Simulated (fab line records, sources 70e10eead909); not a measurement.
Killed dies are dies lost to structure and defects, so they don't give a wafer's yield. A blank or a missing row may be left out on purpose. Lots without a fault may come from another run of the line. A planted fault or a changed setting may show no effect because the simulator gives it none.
fab line records | flow nand_harc
record lots=12 wafers=36 last_day=26
route steps=1159 shown P_CONTACT@241 P_M0@261
lots that met no fault: from a run of the same line without faults
start_h: hours from the record's first day to the start of the lot's first wafer shown | wait_h: hours since the lot's step before | " the same as in the row above | L1.1+2: a row that stands for several wafers | - no value, or no start given | * or withheld: withheld | < > ~ a bound
route shown NAME@n: a module of which the file shows steps, and the number in the route of the first | usual: mean/standard deviation of fault-free wafers | same: alike in all rows | chamber/n: place in a boat | sites: the reading at each site | _std_site: their standard deviation | _edge_site: outer sites' mean less inner sites' | radius_mm: how far each site lies from the wafer's centre | mask NAME#n: copy n | behind: the tool/chamber that last shaped the wafer | hold: why the lot was held/for how many hours/how that ended | device: the transistor (n, p or np) that didn't switch | end of line: the same wafers' tests at the end of the route | a step without rows: its recipe alone | killed: dies lost to structure and defects at the first sort, not the wafer's yield | map: a wafer's dies, x killed, . not, _ none there
set.NAME: the setting as run; set.NAME@STEP: as run at that earlier step | model.NAME: the simulator's own value behind a step, which no gauge read
steps of the route over a sample of lots; a table a step, a row a wafer
services: from which hour (start_h, from the record's first day; less than 0 if before it) a tool's chamber was out of use, for how many hours, and why
## steps
# step NHARC_P_CONTACT_CD_MEAS_19
# usual cd_nm=89.5/1.4
# columns lot.wafer tool chamber start_h wait_h cd_nm
L244.2 cd_sem-03 - 115.70 - 89.9
L244.5 " - " " 90.0
L244.6 " - " " 91.6
L245.3 cd_sem-03 - 117.88 - 91.6
L245.4 " - " " 90.3
L245.6 " - " " 88.5
L246.1 cd_sem-02 - 127.95 - 89.9
L246.2 " - " " 88.1
L246.4 " - " " 91.6
L252.1 cd_sem-02 - 157.82 - 88.0
L252.2 " - " " 90.3
L252.3 " - " " 90.1
L253.4 cd_sem-03 - 166.63 - 90.7
L253.5 " - " " 88.8
L253.6 " - " " 90.2
L254.2 cd_sem-02 - 167.16 - 87.6
L254.3 " - " " 88.8
L254.5 " - " " 87.9
L258.1 cd_sem-01 - 187.83 - 89.4
L258.5 " - " " 87.2
L258.6 " - " " 90.0
L255.4 cd_sem-01 - 188.74 - 87.2
L255.5 " - " " 85.6
L255.6 " - " " 86.9
L259.2 cd_sem-03 - 202.47 - 89.4
L259.3 " - " " 89.0
L259.5 " - " " 89.9
L260.3 cd_sem-03 - 202.84 - 86.4
L260.4 " - " " 88.8
L260.5 " - " " 88.8
L264.3 cd_sem-02 - 231.36 - 89.6
L264.4 " - " " 89.1
L264.5 " - " " 91.4
L267.2 cd_sem-02 - 248.51 - 90.9
L267.3 " - " " 88.2
L267.6 " - " " 88.7
# step NHARC_P_CONTACT_DEGAS_38
# recipe temp_c=300 time_s=60
# usual heater_power_w=488/78
# columns lot.wafer tool chamber start_h wait_h heater_power_w
L244.2 pvd_sputter-02 - 116.48 - 495
L244.6 " - " " 439
L244.5 " - " " 362
L245.4 pvd_sputter-02 - 118.62 - 365
L245.3 " - " " 675
L245.6 " - " " 359
L246.4 pvd_sputter-03 - 128.66 - 476
L246.1 " - " " 528
L246.2 " - " " 506
L252.3 pvd_sputter-02 - 158.58 - 690
L252.1 " - " " 428
L252.2 " - " " 364
L253.4 pvd_sputter-02 - 167.51 - 491
L253.5 " - " " 363
L253.6 " - " " 500
L254.2 pvd_sputter-02 - 167.96 - 427
L254.3 " - " " 360
L254.5 " - " " 680
L258.1 pvd_sputter-03 - 188.57 - 494
L258.6 " - " " 504
L258.5 " - " " 523
L255.4 pvd_sputter-03 - 189.48 - 527
L255.5 " - " " 517
L255.6 " - " " 479
L259.2 pvd_sputter-02 - 203.23 - 429
L259.3 " - " " 365
L259.5 " - " " 663
L260.3 pvd_sputter-03 - 203.59 - 517
L260.4 " - " " 474
L260.5 " - " " 513
L264.4 pvd_sputter-01 - 232.10 - 449
L264.3 " - " " 476
L264.5 " - " " 478
L267.2 pvd_sputter-03 - 249.24 - 471
L267.3 " - " " 533
L267.6 " - " " 467
# step NHARC_P_M0_PEB_07
# recipe peb_temp_c=100 peb_time_s=65
# columns lot.wafer tool chamber start_h wait_h
L244.2+5+6 litho_track-04 0 125.42 0.1
L245.3+4+6 litho_track-04 0 125.91 0.0
L246.1+2+4 litho_track-06 0 131.00 0.1
L252.1+2+3 litho_track-06 0 162.44 0.1
L253.4+5+6 litho_track-04 0 169.92 0.0
L254.2+3+5 litho_track-06 0 170.90 0.1
L258.1+5+6 litho_track-06 0 190.90 0.1
L255.4+5+6 litho_track-06 0 191.82 0.0
L259.2+3+5 litho_track-04 0 212.03 0.1
L260.3+4+5 litho_track-04 0 215.39 0.0
L264.3+4+5 litho_track-04 0 234.72 0.0
L267.2+3+6 litho_track-01 0 253.49 0.1
# step NHARC_P_M0_CD_MEAS_09
# recipe target_cd_nm=90 landing_energy_ev=500
# usual cd_nm=90.0/0.65
# columns lot.wafer tool chamber start_h wait_h cd_nm
L244.2 cd_sem-02 0 125.50 - 91.1
L244.5 " 0 " " 89.4
L244.6 " 0 " " 91.1
L245.3 cd_sem-02 0 125.99 - 90.6
L245.4 " 0 " " 90.8
L245.6 " 0 " " 90.7
L246.1 cd_sem-01 0 131.08 - 90.9
L246.2 " 0 " " 89.5
L246.4 " 0 " " 90.2
L252.1 cd_sem-01 0 162.52 - 89.1
L252.2 " 0 " " 89.6
L252.3 " 0 " " 89.5
L253.4 cd_sem-03 0 170.01 - 90.6
L253.5 " 0 " " 89.6
L253.6 " 0 " " 90.1
L254.2 cd_sem-02 0 170.98 - 91.4
L254.3 " 0 " " 89.3
L254.5 " 0 " " 90.8
L258.1 cd_sem-01 0 190.98 - 90.1
L258.5 " 0 " " 90.1
L258.6 " 0 " " 90.9
L255.4 cd_sem-03 0 191.91 - 90.7
L255.5 " 0 " " 90.0
L255.6 " 0 " " 90.6
L259.2 cd_sem-03 0 212.11 - 89.7
L259.3 " 0 " " 90.4
L259.5 " 0 " " 90.4
L260.3 cd_sem-02 0 215.48 - 89.0
L260.4 " 0 " " 90.5
L260.5 " 0 " " 89.7
L264.3 cd_sem-03 0 234.80 - 93.8
L264.4 " 0 " " 90.0
L264.5 " 0 " " 89.9
L267.2 cd_sem-01 0 253.57 - 89.0
L267.3 " 0 " " 88.7
L267.6 " 0 " " 89.1
# step NHARC_P_M0_STRIP_18
# recipe power_w=1000 n2_flow_sccm=150 h2_flow_sccm=150 ar_flow_sccm=0 bias_w=0 chemistry=N2/H2
# usual chamber_pressure_mTorr=30.00/0.03 drypump_motor_current_A=5.7/0.43 mfc_ar_sccm=0.004/0.0089 oes_product_au=1.002/0.0097 rf_vpp_V=90.7/0.88 showerhead_plenum_p_Torr=2.03/0.079 throttle_valve_pct=14.172/0.0093
# columns lot.wafer tool chamber start_h wait_h chamber_pressure_mTorr drypump_motor_current_A mfc_ar_sccm oes_product_au rf_hours_counter_h rf_vpp_V showerhead_plenum_p_Torr throttle_valve_pct
L244.2 rie_diel-11 0 126.13 0.1 29.99 5.7 0 0.994 7 90.3 1.94 14.174
L244.5 " 1 " " 30.07 5.4 0 0.990 - 90.0 2.08 14.174
L244.6 " 2 " " 30.02 5.0 0 0.998 - 92.4 2.06 14.178
L245.3 rie_diel-12 3 126.58 0.1 30.00 6.1 0.013 1.006 6 90.0 1.91 14.162
L245.4 " 0 " " 29.98 6.4 0.001 1.011 6 90.2 1.93 14.177
L245.6 " 2 " " 30.06 6.0 0 1.004 - 90.4 2.08 14.167
L246.1 rie_diel-12 2 131.64 0.1 30.04 6.0 0 0.993 6 90.8 2.08 14.181
L246.2 " 3 " " 30.00 6.1 0.013 1.005 6 92.1 1.91 14.163
L246.4 " 1 " " 29.99 5.9 0 1.010 7 89.9 2.15 14.154
L252.3 rie_diel-11 2 163.09 0.1 29.96 5.0 0 0.993 9 90.5 2.06 14.159
L252.2 " 3 " " 29.96 5.6 0 1.011 11 90.3 1.97 14.181
L252.1 " 0 " " 29.98 5.7 0 1.000 10 88.8 1.94 14.164
L253.4 rie_diel-02 3 170.59 0.1 30.00 5.5 0.036 1.007 0 90.9 2.11 14.159
L253.5 " 2 " " 30.03 5.2 0.009 1.016 - 90.5 2.07 14.149
L253.6 " 3 " " 30.02 5.5 0.036 1.008 - 93.3 2.11 14.174
L254.2 rie_diel-11 3 171.55 0.1 30.00 5.6 0 1.005 11 88.9 1.97 14.178
L254.3 " 1 " " 29.94 5.3 0 0.995 10 90.4 2.08 14.164
L254.5 " 3 " " 30.00 5.6 0 1.013 - 90.9 1.97 14.188
L258.1 rie_diel-12 0 191.58 0.1 29.93 6.4 0.001 1.013 12 89.5 1.93 14.178
L258.6 " 3 " " 30.01 6.1 0.013 1.006 - 90.3 1.91 14.173
L258.5 " 0 " " 30.07 6.4 0.001 1.014 - 89.1 1.93 14.176
L255.4 rie_diel-12 1 192.52 0.1 29.96 5.9 0 1.004 12 90.5 2.14 14.172
L255.6 " 3 " " 29.98 6.1 0.013 0.996 - 89.8 1.91 14.173
L255.5 " 0 " " 30.00 6.3 0.001 1.015 - 91.0 1.93 14.182
L259.2 rie_diel-11 0 212.66 0.1 30.00 5.7 0 0.990 1 89.3 1.94 14.173
L259.3 " 1 " " 29.99 5.3 0 1.003 1 90.2 2.08 14.168
L259.5 " 0 " " 29.99 5.7 0 0.987 - 91.1 1.94 14.173
L260.4 rie_diel-02 2 216.03 0.1 29.96 5.1 0.009 1.002 4 90.9 2.07 14.172
L260.3 " 1 " " 29.96 6.4 0 1.008 4 92.0 2.08 14.178
L260.5 " 3 " " 30.04 5.5 0.036 0.998 - 92.4 2.11 14.171
L264.3 rie_diel-11 2 235.36 0.1 29.98 5.0 0 1.000 2 90.7 2.06 14.186
L264.4 " 1 " " 30.01 5.3 0 0.990 2 90.6 2.08 14.185
L264.5 " 2 " " 30.03 5.0 0 1.004 - 90.7 2.06 14.171
L267.2 rie_diel-11 2 254.15 0.1 29.99 5.0 0 0.992 4 90.2 2.06 14.175
L267.3 " 3 " " 29.98 5.6 0 1.009 4 89.8 1.97 14.165
L267.6 " 2 " " 30.00 5.0 0 0.995 - 91.2 2.06 14.172
## services
# columns tool chamber start_h hours kind
litho_track-01 - 93.00 7.0 pm
rie_diel-02 1 93.73 14.4 repair
rie_diel-11 0 95.00 - clean
rie_diel-11 1 95.00 - clean
rie_diel-11 2 95.00 - clean
rie_diel-11 3 95.00 - clean
pvd_sputter-03 - 102.00 10.0 pm
litho_track-06 - 117.00 7.0 pm
rie_diel-11 0 119.50 - clean
rie_diel-11 1 119.50 - clean
rie_diel-11 2 119.50 - clean
rie_diel-11 3 119.50 - clean
litho_track-04 - 141.00 7.0 pm
rie_diel-11 0 144.01 - clean
rie_diel-11 1 144.01 - clean
rie_diel-11 2 149.06 7.7 repair
rie_diel-02 - 150.70 9.0 pm
pvd_sputter-01 - 158.00 10.0 pm
pvd_sputter-03 - 167.14 8.3 repair
rie_diel-11 - 189.50 9.0 pm
rie_diel-12 - 202.40 9.0 pm
pvd_sputter-02 - 214.01 10.0 pm
rie_diel-12 0 228.30 1.2 repair
pvd_sputter-03 - 254.24 3.1 repair
## key
first_sign step=NHARC_P_M0_CD_MEAS_09 reading=cd_nm direction=up sigmas=6 usual=90.0 struck=93.8
effect none on later readings
met_at NHARC_P_M0_PEB_07
struck_lots L264
struck_wafers L264.3
not_acting_at NHARC_P_CONTACT_CD_MEAS_19,NHARC_P_CONTACT_DEGAS_38,NHARC_P_M0_STRIP_18
onset_between 215.39 234.72
fault kind=process_parameter_drift tool=litho_track-04 chamber=- onset_h=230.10 steps=NHARC_P_M0_PEB_07 channel=peb_time_s offset=* shape=step end_h=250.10 scope=struck_wafers_only acts_in=* stated=*
